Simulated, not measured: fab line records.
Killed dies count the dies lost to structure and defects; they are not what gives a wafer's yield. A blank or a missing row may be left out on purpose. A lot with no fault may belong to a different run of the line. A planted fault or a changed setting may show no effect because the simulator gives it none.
fab line records ; flow n5-finfet
record: lots: 10; wafers: 30; last-day: 18
route steps=1938 shown BEOL_M0@734 BEOL_M1@751 BEOL_M4@1111 PASSIVATION@1936
lots that met no fault: taken from a fault-free run of the same line
start-h: the number of hours between the record's first day and the start of the first shown wafer of the lot ; wait-h: hours elapsed since this lot's preceding step ; " same as the row above ; L1.1+2: a row that stands for several wafers ; - no value present, or no start provided ; * or withheld: withheld ; < > ~ a bound
route shown NAME@n: names a module that has steps shown in the file, with the first one's number in the route ; usual: the fault-free wafers' mean and standard deviation ; same: alike in all rows ; chamber/n: place in a boat ; sites: readings site by site ; _std_site: how widely they spread, as a standard deviation ; _edge_site: outer sites' mean less inner sites' ; radius-mm: for every site, how far away it sits from the centre of the wafer ; mask NAME#n: copy n ; behind: tool/chamber where the wafer was last shaped ; hold: cause of the lot's hold/its duration in hours/its outcome ; device: the n, p or np transistor that did not switch ; end of line: tests of these same wafers at the route's end ; for a step that has no rows: nothing shown but its recipe ; killed: not the wafer's yield, but the dies lost to structure and defects at the first sort ; map: the dies of a wafer, with x for killed, . for not killed, _ for no die there
set.NAME: the run value of the setting; set.NAME@STEP: its run value at that earlier step ; model.NAME: the simulator's own value behind a step, which no gauge read
the route's steps for a sample of lots (tables are steps, rows are wafers)
services: from which hour (start-h, from the record's first day; less than 0 if before it) a tool's chamber was out of use, for how many hours, and why
== steps ==
step: N5_BEOL_M0_SPUTTER_116
recipe: material: Cu; target-thk-a: 40; temp-c: -20; chamber-pressure-pa: 0.07; power-w: withheld; time-s: 7.37
usual: throttle-valve-pct: 29.5/1.2
lot.wafer;tool;chamber;start-h;wait-h;throttle-valve-pct
L678.1;pvd-sputter-01;-;128.67;0.1;31.4
L678.4;pvd-sputter-01;-;128.67;0.1;29.2
L678.6;pvd-sputter-01;-;128.67;0.1;29.4
L679.2;pvd-sputter-03;-;130.19;1.2;29.0
L679.4;pvd-sputter-03;-;130.19;1.2;27.3
L679.5;pvd-sputter-03;-;130.19;1.2;30.9
L682.1;pvd-sputter-02;-;143.97;0.2;29.8
L682.2;pvd-sputter-02;-;143.97;0.2;29.6
L682.4;pvd-sputter-02;-;143.97;0.2;31.3
L683.1;pvd-sputter-01;-;149.96;0.1;31.5
L683.4;pvd-sputter-01;-;149.96;0.1;29.3
L683.6;pvd-sputter-01;-;149.96;0.1;29.5
L685.3;pvd-sputter-02;-;159.46;0.1;29.8
L685.4;pvd-sputter-02;-;159.46;0.1;29.6
L685.6;pvd-sputter-02;-;159.46;0.1;29.5
L687.2;pvd-sputter-01;-;171.28;0.1;29.1
L687.5;pvd-sputter-01;-;171.28;0.1;31.3
L687.6;pvd-sputter-01;-;171.28;0.1;28.5
L689.2;pvd-sputter-01;-;187.13;0.1;28.4
L689.4;pvd-sputter-01;-;187.13;0.1;31.6
L689.6;pvd-sputter-01;-;187.13;0.1;29.6
L680.2;pvd-sputter-02;-;240.77;0.1;31.1
L680.3;pvd-sputter-02;-;240.77;0.1;30.1
L680.5;pvd-sputter-02;-;240.77;0.1;29.7
L699.1;pvd-sputter-02;-;251.23;1.8;29.9
L699.3;pvd-sputter-02;-;251.23;1.8;31.5
L699.6;pvd-sputter-02;-;251.23;1.8;29.8
L701.1;pvd-sputter-02;-;264.78;0.1;31.7
L701.3;pvd-sputter-02;-;264.78;0.1;29.8
L701.6;pvd-sputter-02;-;264.78;0.1;31.7
step: N5_BEOL_M0_ANNEAL_117
recipe: temp-c: 400; time-s: 60; ambient: vacuum
usual: heater-power-w: 802/62
lot.wafer;tool;chamber;start-h;wait-h;heater-power-w
L678.1;pvd-sputter-01;-;128.75;0.0;806
L678.4;pvd-sputter-01;-;128.75;0.0;750
L678.6;pvd-sputter-01;-;128.75;0.0;889
L679.2;pvd-sputter-03;-;130.27;0.0;899
L679.4;pvd-sputter-03;-;130.27;0.0;654
L679.5;pvd-sputter-03;-;130.27;0.0;842
L682.1;pvd-sputter-02;-;144.05;0.0;768
L682.2;pvd-sputter-02;-;144.05;0.0;844
L682.4;pvd-sputter-02;-;144.05;0.0;763
L683.1;pvd-sputter-01;-;150.04;0.0;811
L683.4;pvd-sputter-01;-;150.04;0.0;745
L683.6;pvd-sputter-01;-;150.04;0.0;884
L685.3;pvd-sputter-02;-;159.54;0.0;838
L685.4;pvd-sputter-02;-;159.54;0.0;774
L685.6;pvd-sputter-02;-;159.54;0.0;760
L687.2;pvd-sputter-01;-;171.36;0.0;770
L687.5;pvd-sputter-01;-;171.36;0.0;817
L687.6;pvd-sputter-01;-;171.36;0.0;757
L689.2;pvd-sputter-01;-;187.21;0.0;762
L689.4;pvd-sputter-01;-;187.21;0.0;831
L689.6;pvd-sputter-01;-;187.21;0.0;898
L680.2;pvd-sputter-02;-;240.85;0.0;782
L680.3;pvd-sputter-02;-;240.85;0.0;856
L680.5;pvd-sputter-02;-;240.85;0.0;853
L699.1;pvd-sputter-02;-;251.31;0.0;844
L699.3;pvd-sputter-02;-;251.31;0.0;770
L699.6;pvd-sputter-02;-;251.31;0.0;839
L701.1;pvd-sputter-02;-;264.86;0.0;754
L701.3;pvd-sputter-02;-;264.86;0.0;828
L701.6;pvd-sputter-02;-;264.86;0.0;759
step: N5_BEOL_M0_CO_CAP_123
recipe: material: Co; target-thk-a: 20; temp-c: 200; precursor: CCTBA/H2; pressure-torr: 30; time-s: 102.1
usual: heater-power-w: 241/12
lot.wafer;tool;chamber;start-h;wait-h;heater-power-w
L678.1;cvd-co-01;2;130.24;0.0;252
L678.4;cvd-co-01;2;130.24;0.0;246
L678.6;cvd-co-01;2;130.24;0.0;253
L679.2;cvd-co-01;0;131.51;0.0;237
L679.4;cvd-co-01;0;131.51;0.0;244
L679.5;cvd-co-01;2;131.51;0.0;251
L682.1;cvd-co-01;1;145.20;0.0;250
L682.2;cvd-co-01;2;145.20;0.0;247
L682.4;cvd-co-01;0;145.20;0.0;234
L683.1;cvd-co-01;1;151.18;0.0;247
L683.4;cvd-co-01;0;151.18;0.0;237
L683.6;cvd-co-01;2;151.18;0.0;245
L685.3;cvd-co-01;0;160.68;0.0;237
L685.4;cvd-co-01;0;160.68;0.0;234
L685.6;cvd-co-01;1;160.68;0.0;244
L687.2;cvd-co-01;2;172.87;0.0;249
L687.5;cvd-co-01;0;172.87;0.0;240
L687.6;cvd-co-01;1;172.87;0.0;243
L689.2;cvd-co-01;0;188.44;0.0;236
L689.4;cvd-co-01;0;188.44;0.0;240
L689.6;cvd-co-01;2;188.44;0.0;249
L680.2;cvd-co-01;2;242.15;0.0;238
L680.3;cvd-co-01;1;242.15;0.0;250
L680.5;cvd-co-01;2;242.15;0.0;244
L699.1;cvd-co-02;2;252.46;0.0;208
L699.3;cvd-co-02;1;252.46;0.0;248
L699.6;cvd-co-02;0;252.46;0.0;249
L701.1;cvd-co-02;2;266.00;0.0;209
L701.3;cvd-co-02;1;266.00;0.0;245
L701.6;cvd-co-02;2;266.00;0.0;208
step: N5_BEOL_M1_ILD_DEP_00
recipe: material: SiOC; target-thk-a: 790; temp-c: 350; precursor: DEMS/O2; pressure-torr: 5; rf-w: 500; time-s: 15.3
usual: heater-power-w: 455/39; showerhead-plenum-p-Torr: 5.692/0.014; throttle-valve-pct: 11.7/0.56
lot.wafer;tool;chamber;start-h;wait-h;heater-power-w;showerhead-plenum-p-Torr;throttle-valve-pct
L678.1;pecvd-03;2;130.52;0.0;434;5.687;11.3
L678.4;pecvd-03;1;130.52;0.0;485;5.705;11.6
L678.6;pecvd-03;2;130.52;0.0;452;5.684;11.6
L679.2;pecvd-03;1;131.79;0.0;473;5.699;11.6
L679.4;pecvd-03;2;131.79;0.0;508;5.681;11.2
L679.5;pecvd-03;1;131.79;0.0;474;5.690;11.7
L682.1;pecvd-03;0;145.45;0.0;437;5.704;12.2
L682.2;pecvd-03;2;145.45;0.0;526;5.679;11.1
L682.4;pecvd-03;2;145.45;0.0;522;5.675;11.4
L683.1;pecvd-01;2;151.46;0.0;449;5.687;10.9
L683.4;pecvd-01;1;151.46;0.0;435;5.693;12.0
L683.6;pecvd-01;2;151.46;0.0;441;5.680;10.8
L685.3;pecvd-01;0;160.96;0.0;493;5.715;12.1
L685.4;pecvd-01;0;160.96;0.0;481;5.728;12.2
L685.6;pecvd-01;1;160.96;0.0;378;5.681;12.0
L687.2;pecvd-03;2;173.12;0.0;487;5.686;11.1
L687.5;pecvd-03;1;173.12;0.0;424;5.690;11.4
L687.6;pecvd-03;2;173.12;0.0;477;5.675;11.2
L689.2;pecvd-03;1;188.69;0.0;409;5.684;11.5
L689.4;pecvd-03;2;188.69;0.0;478;5.690;11.3
L689.6;pecvd-03;1;188.69;0.0;415;5.687;11.6
L680.2;pecvd-01;1;242.40;0.0;426;5.685;12.3
L680.3;pecvd-01;1;242.40;0.0;441;5.692;12.2
L680.5;pecvd-01;0;242.40;0.0;456;5.709;12.2
L699.1;pecvd-02;1;252.71;0.0;391;5.695;11.7
L699.3;pecvd-02;0;252.71;0.0;475;5.686;11.9
L699.6;pecvd-02;0;252.71;0.0;478;5.700;12.1
L701.1;pecvd-01;2;266.25;0.0;402;5.652;10.8
L701.3;pecvd-01;0;266.25;0.0;436;5.713;12.1
L701.6;pecvd-01;1;266.25;0.0;368;5.691;12.3
step: N5_BEOL_M1_THK_MEAS_01
recipe: reads: SiOC_of_BEOL_M1_ILD_DEP_00
usual: M1_ILD_THK: 79.1/1
lot.wafer;tool;chamber;start-h;wait-h;M1_ILD_THK[nm]
L678.1;film-metro-01;-;130.58;0.0;78.1
L678.4;film-metro-01;-;130.58;0.0;79.4
L678.6;film-metro-01;-;130.58;0.0;78.5
L679.2;film-metro-01;-;131.86;0.1;78.8
L679.4;film-metro-01;-;131.86;0.1;79.7
L679.5;film-metro-01;-;131.86;0.1;79.5
L682.1;film-metro-01;-;145.52;0.0;77.4
L682.2;film-metro-01;-;145.52;0.0;78.2
L682.4;film-metro-01;-;145.52;0.0;79.3
L683.1;film-metro-02;-;151.53;0.0;79.1
L683.4;film-metro-02;-;151.53;0.0;80.5
L683.6;film-metro-02;-;151.53;0.0;80.6
L685.3;film-metro-01;-;161.03;0.1;78.7
L685.4;film-metro-01;-;161.03;0.1;79.0
L685.6;film-metro-01;-;161.03;0.1;80.5
L687.2;film-metro-02;-;173.19;0.1;78.0
L687.5;film-metro-02;-;173.19;0.1;79.5
L687.6;film-metro-02;-;173.19;0.1;78.3
L689.2;film-metro-02;-;188.76;0.1;78.2
L689.4;film-metro-02;-;188.76;0.1;48.4
L689.6;film-metro-02;-;188.76;0.1;49.0
L680.2;film-metro-02;-;242.49;0.1;78.9
L680.3;film-metro-02;-;242.49;0.1;79.5
L680.5;film-metro-02;-;242.49;0.1;79.3
L699.1;film-metro-02;-;252.78;0.0;79.2
L699.3;film-metro-02;-;252.78;0.0;79.6
L699.6;film-metro-02;-;252.78;0.0;80.5
L701.1;film-metro-01;-;266.32;0.0;78.0
L701.3;film-metro-01;-;266.32;0.0;78.3
L701.6;film-metro-01;-;266.32;0.0;79.7
step: N5_BEOL_M4_RC_MEAS_101
usual: DIBL_N: 36.1/1.6; DIBL_P: 35.7/1.8; IOFF_N: 0.159/0.027; IOFF_P: 0.21/0.03; ION_N: 673/10; ION_P: 462/7.4; SS_N: 71.4/0.56; SS_P: 73.2/0.61; VT_N: 249.7/3; VT_P: -250/3.1
lot.wafer;tool;chamber;start-h;wait-h;DIBL_N[mV/V];DIBL_P[mV/V];IOFF_N[nA/um];IOFF_P[nA/um];ION_N[uA/um];ION_P[uA/um];SS_N[mV/dec];SS_P[mV/dec];VT_N[mV];VT_P[mV]
L678.1;prober-01;0;166.24;0.0;33.2;33.2;0.118;0.19;664;460;70.7;72.6;253.6;-248
L678.4;prober-01;0;166.24;0.0;34.0;35.0;0.134;0.22;661;466;71.5;73.1;251.4;-249
L678.6;prober-01;0;166.24;0.0;32.9;32.9;0.122;0.19;661;459;71.3;72.2;250.9;-250
L679.2;prober-01;0;171.56;0.2;37.4;38.9;0.206;0.25;692;463;72.8;74.3;244.1;-251
L679.4;prober-01;0;171.56;0.2;34.4;35.6;0.145;0.19;676;462;71.5;73.1;248.1;-254
L679.5;prober-01;0;171.56;0.2;35.2;35.5;0.154;0.19;664;451;71.9;72.6;248.0;-255
L682.1;prober-02;0;185.16;0.0;37.9;37.4;0.156;0.19;664;448;71.6;73.6;252.5;-253
L682.2;prober-02;0;185.16;0.0;36.6;35.8;0.136;0.18;662;451;71.7;73.1;253.1;-254
L682.4;prober-02;0;185.16;0.0;39.2;38.7;0.189;0.24;678;458;72.0;73.8;248.9;-251
L683.1;prober-02;0;191.87;0.0;36.4;34.9;0.162;0.20;671;463;71.4;72.7;250.1;-250
L683.4;prober-02;0;191.87;0.0;37.0;35.9;0.170;0.22;678;467;71.6;73.7;246.8;-248
L683.6;prober-02;0;191.87;0.0;36.4;35.9;0.167;0.23;676;469;71.2;73.8;247.0;-247
L685.3;prober-01;0;199.57;0.6;38.1;35.7;0.166;0.20;666;453;71.7;73.3;248.8;-252
L685.4;prober-01;0;199.57;0.6;35.9;33.7;0.131;0.18;671;460;71.0;72.3;252.3;-249
L685.6;prober-01;0;199.57;0.6;37.8;36.1;0.174;0.21;684;466;72.0;73.2;247.9;-250
L687.2;prober-02;0;220.88;0.2;35.7;35.6;0.161;0.20;671;455;71.8;72.6;251.7;-250
L687.5;prober-02;0;220.88;0.2;33.3;33.7;0.131;0.17;672;459;70.0;72.1;255.0;-253
L687.6;prober-02;0;220.88;0.2;36.9;36.3;0.187;0.21;679;455;71.9;73.8;249.4;-249
L689.2;prober-02;0;233.49;0.2;35.6;36.0;0.159;0.20;684;463;71.0;73.1;247.0;-251
L680.2;prober-02;0;307.72;0.2;35.2;36.1;0.172;0.23;691;479;71.9;73.7;247.3;-247
L680.3;prober-02;0;307.72;0.2;34.6;35.4;0.143;0.23;664;471;71.3;73.3;251.2;-246
L680.5;prober-02;0;307.72;0.2;35.8;36.3;0.170;0.24;680;468;71.6;74.1;250.4;-246
L699.1;prober-01;0;309.25;0.0;37.1;36.8;0.195;0.23;678;461;71.9;72.9;247.2;-250
L699.3;prober-01;0;309.25;0.0;35.3;34.9;0.147;0.19;672;457;71.5;72.3;251.9;-253
L699.6;prober-01;0;309.25;0.0;36.2;36.0;0.178;0.22;677;463;72.2;72.4;249.4;-250
L701.1;prober-02;0;328.91;0.0;34.9;33.0;0.124;0.19;667;465;70.6;72.9;250.1;-249
L701.3;prober-02;0;328.91;0.0;40.0;39.2;0.210;0.30;684;473;71.4;75.1;246.3;-246
L701.6;prober-02;0;328.91;0.0;37.2;35.1;0.147;0.23;675;478;70.6;73.6;249.8;-248
step: N5_PASSIVATION_PROBE_49
usual: defect-limited-yield: 91.0/1.3; killed_at_M0_to_M3: 33/10; killed_at_M4_up: 14/5.6; killed-at-contacts: 12/5.8; killed-at-front-end: 43/11; killed-at-other: 4.1/2.8; killed-dies: 106/15; killed-on-rim: 14/3.9; killed-open: 70/12; killed-short: 34/7.5; sort_bin_5_function: 5.3/0.88; sort_bin_6_memory: 3.3/0.64; sort-n-pass: 1074/15; sort-yield-pct: 91.0/1.3
same: gross-dies: 1180; killed-at-back-side: 0; sort_bin_4_leakage[%]: 0; sort_bin_8_speed[%]: 0
lot.wafer;tool;chamber;start-h;wait-h;defect-limited-yield[%];killed_at_M0_to_M3;killed_at_M4_up;killed-at-contacts;killed-at-front-end;killed-at-other;killed-dies;killed-on-rim;killed-open;killed-short;sort_bin_5_function[%];sort_bin_6_memory[%];sort-n-pass;sort-yield-pct[%]
L679.2;prober-02;-;283.76;0.2;91.0;36;4;9;53;4;106;13;63;41;5.3;3.3;1074;91.0
L679.4;prober-02;-;283.86;0.3;89.1;22;11;18;74;4;129;15;77;52;6.3;4.1;1051;89.1
L679.5;prober-02;-;283.91;0.4;91.9;38;10;7;38;2;95;14;58;37;4.7;3.1;1085;91.9
L683.1;prober-01;-;298.95;0.0;91.3;30;9;9;49;6;103;20;73;30;4.8;3.6;1077;91.3
L683.4;prober-01;-;299.10;0.2;90.2;28;15;15;51;7;116;9;77;39;5.6;3.9;1064;90.2
L685.3;prober-01;-;317.59;0.1;89.7;30;13;13;64;1;121;21;89;25;5.9;3.7;1059;89.7
L685.4;prober-01;-;317.64;0.2;91.9;17;10;14;52;3;96;16;64;31;4.9;3.0;1084;91.9
L685.6;prober-01;-;317.74;0.3;90.8;27;12;24;40;5;108;11;77;28;6.0;2.9;1072;90.8
L687.2;prober-02;-;338.41;0.1;90.7;26;12;6;54;12;110;17;76;32;5.7;3.2;1070;90.7
L687.5;prober-02;-;338.56;0.2;91.9;30;7;9;47;2;95;14;56;38;4.7;2.8;1085;91.9
L687.6;prober-02;-;338.61;0.3;91.3;37;6;9;50;1;103;13;64;37;5.0;3.6;1077;91.3
L689.2;prober-01;-;347.35;0.1;90.3;41;16;12;41;4;114;14;65;47;6.5;2.7;1066;90.3
L689.4;prober-01;-;347.45;0.2;0;1125;12;7;34;2;1180;152;57;28;11.3;2.2;0;0
L689.6;prober-01;-;347.55;0.3;0;1120;12;14;28;6;1180;152;54;38;29.1;3.5;0;0
killed by level:class
L679.2 STI_FIN_REVEAL:geometric-particle:open=14 BEOL_M0_SAQP:geometric-particle:short=11 BEOL_M0_SAQP:geometric-particle:open=11 FIN_SAQP:geometric-particle:open=10 FIN_SAQP:geometric-particle:short=8 MOL_CONTACT_COAG:geometric-particle:open=8 BEOL_M3:geometric-particle:open=6 STARTING-WAFER:geometric-particle:open=5
L679.4 FIN_SAQP:geometric-particle:short=24 FIN_SAQP:geometric-particle:open=22 MOL_CONTACT_COAG:geometric-particle:open=15 BEOL_M0_SAQP:geometric-particle:open=6 GATE_CUT:geometric-particle:short=5 BEOL_M0_SAQP:geometric-particle:short=5 STI_FIN_REVEAL:geometric-particle:open=4 BEOL_M3:geometric-particle:open=4
L679.5 FIN_SAQP:geometric-particle:open=14 BEOL_M0_SAQP:geometric-particle:open=13 FIN_SAQP:geometric-particle:short=11 BEOL_M0_SAQP:geometric-particle:short=10 MOL_CONTACT_COAG:geometric-particle:open=5 BEOL_M2:geometric-particle:open=4 BEOL_M0:geometric-particle:open=4 BEOL_M4:geometric-particle:open=3
L683.1 STI_FIN_REVEAL:geometric-particle:open=10 FIN_SAQP:geometric-particle:open=9 GATE_CUT:geometric-particle:open=8 BEOL_M0_SAQP:geometric-particle:open=7 MOL_CONTACT_COAG:geometric-particle:open=6 BEOL_M3:geometric-particle:open=5 STARTING-WAFER:geometric-particle:open=5 FIN_SAQP:geometric-particle:short=4
L683.4 MOL_CONTACT_COAG:geometric-particle:open=15 FIN_SAQP:geometric-particle:short=12 STI_FIN_REVEAL:geometric-particle:open=10 BEOL_M0_SAQP:geometric-particle:short=9 BEOL_M3:geometric-particle:open=8 GATE_CUT:geometric-particle:open=7 BEOL_M4:geometric-particle:open=7 FIN_SAQP:geometric-particle:open=6
L685.3 STI_FIN_REVEAL:geometric-particle:open=18 FIN_SAQP:geometric-particle:open=13 MOL_CONTACT_COAG:geometric-particle:open=10 BEOL_M2:geometric-particle:open=10 DUMMY_GATE:geometric-particle:open=7 BEOL_M0_SAQP:geometric-particle:short=7 STARTING-WAFER:geometric-particle:open=7 FIN_SAQP:geometric-particle:short=5
L685.4 STI_FIN_REVEAL:geometric-particle:open=15 FIN_SAQP:geometric-particle:open=12 MOL_CONTACT_COAG:geometric-particle:open=12 DUMMY_GATE:geometric-particle:open=8 BEOL_M0_SAQP:geometric-particle:short=8 FIN_SAQP:geometric-particle:short=6 BEOL_M0_SAQP:geometric-particle:open=3 BEOL_M4:geometric-particle:open=3
L685.6 MOL_CONTACT_COAG:geometric-particle:open=21 FIN_SAQP:geometric-particle:open=14 FIN_SAQP:geometric-particle:short=13 BEOL_M1:geometric-particle:open=13 BEOL_M4:geometric-particle:open=6 BEOL_M2:geometric-particle:open=5 DUMMY_GATE:geometric-particle:open=3 MOL_CONTACT_COAG:geometric-particle:short=3
L687.2 STI_FIN_REVEAL:geometric-particle:open=11 FIN_SAQP:geometric-particle:open=9 BEOL_M3:geometric-particle:open=9 BEOL_M2:geometric-particle:open=6 MOL_CONTACT_COAG:geometric-particle:open=6 DUMMY_GATE:geometric-particle:open=5 BEOL_M0_SAQP:geometric-particle:short=5 BEOL_M0_SAQP:geometric-particle:open=4
L687.5 STI_FIN_REVEAL:geometric-particle:open=9 GATE_CUT:geometric-particle:short=7 BEOL_M1:geometric-particle:open=7 DUMMY_GATE:geometric-particle:open=6 FIN_SAQP:geometric-particle:short=5 FIN_SAQP:geometric-particle:open=5 MOL_CONTACT_COAG:geometric-particle:short=5 BEOL_M0_SAQP:geometric-particle:open=5
L687.6 BEOL_M1:geometric-particle:open=12 MOL_CONTACT_COAG:geometric-particle:open=7 STI_FIN_REVEAL:geometric-particle:open=6 BEOL_M0_SAQP:geometric-particle:open=6 FIN_SAQP:geometric-particle:open=5 GATE_CUT:geometric-particle:short=5 BEOL_M3:geometric-particle:open=5 BEOL_M0_SAQP:geometric-particle:short=4
L689.2 BEOL_M0_SAQP:geometric-particle:open=13 BEOL_M0_SAQP:geometric-particle:short=12 STI_FIN_REVEAL:geometric-particle:open=11 MOL_CONTACT_COAG:geometric-particle:open=9 FIN_SAQP:geometric-particle:short=8 BEOL_M4:geometric-particle:open=5 BEOL_M1:geometric-particle:open=4 GATE_CUT:geometric-particle:short=4
L689.4 BEOL_M1:area-dep=1019 BEOL_M1:area-ecd=75 BEOL_M0_SAQP:geometric-particle:short=10 STI_FIN_REVEAL:geometric-particle:open=9 FIN_SAQP:geometric-particle:open=6 MOL_CONTACT_COAG:geometric-particle:open=6 BEOL_M3:geometric-particle:open=6 BEOL_M0_SAQP:geometric-particle:open=5
L689.6 BEOL_M1:area-dep=792 BEOL_M1:area-ecd=294 BEOL_M0_SAQP:geometric-particle:short=11 MOL_CONTACT_COAG:geometric-particle:open=9 BEOL_M0_SAQP:geometric-particle:open=7 BEOL_M4:geometric-particle:open=6 STARTING-WAFER:geometric-particle:short=6 STI_FIN_REVEAL:geometric-particle:open=5
== services ==
tool;chamber;start-h;hours;kind
pvd-sputter-01;-;112.84;13.6;repair
cvd-co-01;1;114.67;-;clean
cvd-co-01;1;114.67;22.0;scheduled-down
cvd-co-01;1;114.67;22.0;vent-cycle
pecvd-02;1;130.79;30.3;repair
pvd-sputter-01;-;136.42;1.1;repair
pecvd-02;-;139.70;0.8;repair
pecvd-03;-;146.85;5.5;pm
pvd-sputter-03;-;159.89;2.5;repair
pecvd-03;-;161.70;1.3;repair
pecvd-03;2;202.38;-;clean
pecvd-03;2;202.38;-;consumable-replace:showerhead
pecvd-03;2;202.38;29.0;scheduled-down
pecvd-03;2;202.38;29.0;vent-cycle
cvd-co-01;1;209.51;7.7;repair
cvd-co-01;-;228.38;6.9;pm
pecvd-03;0;230.99;13.4;repair
pecvd-03;2;233.38;2.1;scheduled-down
pecvd-01;2;237.14;7.1;repair
pecvd-03;0;252.11;5.5;scheduled-down
cvd-co-01;-;253.77;3.2;repair
cvd-co-02;-;259.45;4.3;pm
pecvd-02;0;260.35;2.1;scheduled-down
== key ==
first-sign: step: N5_BEOL_M1_THK_MEAS_01; reading: M1_ILD_THK; direction: down; sigmas: 30; usual: 79.1; struck: 48.7
effect: step: N5_PASSIVATION_PROBE_49; reading: killed_at_M0_to_M3; direction: up; sigmas: 99+; usual: 33; struck: 1122
more-kills-born-at: N5_BEOL_M1_ILD_DEP_00@pecvd-03: 1811; N5_BEOL_M1_ECD_50@ecd-cu-01: 369
met-at N5_BEOL_M1_ILD_DEP_00
struck-lots L689
struck-wafers L689.4,L689.6
later-rows-left-out L689.4,L689.6
not-acting-at N5_BEOL_M0_SPUTTER_116,N5_BEOL_M0_ANNEAL_117,N5_BEOL_M0_CO_CAP_123
onset-between 173.12 188.69
fault: kind: process-parameter-drift; tool: pecvd-03; chamber: -; onset-h: 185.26; steps: N5_BEOL_M1_ILD_DEP_00; channel: time-s; offset: *; shape: step; end-h: 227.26; scope: struck-wafers-only; acts-in: *; stated: *
later-rows-left-out: the simulator's readings of these wafers behind a module that went badly wrong aren't trusted and aren't shown, but for the sort
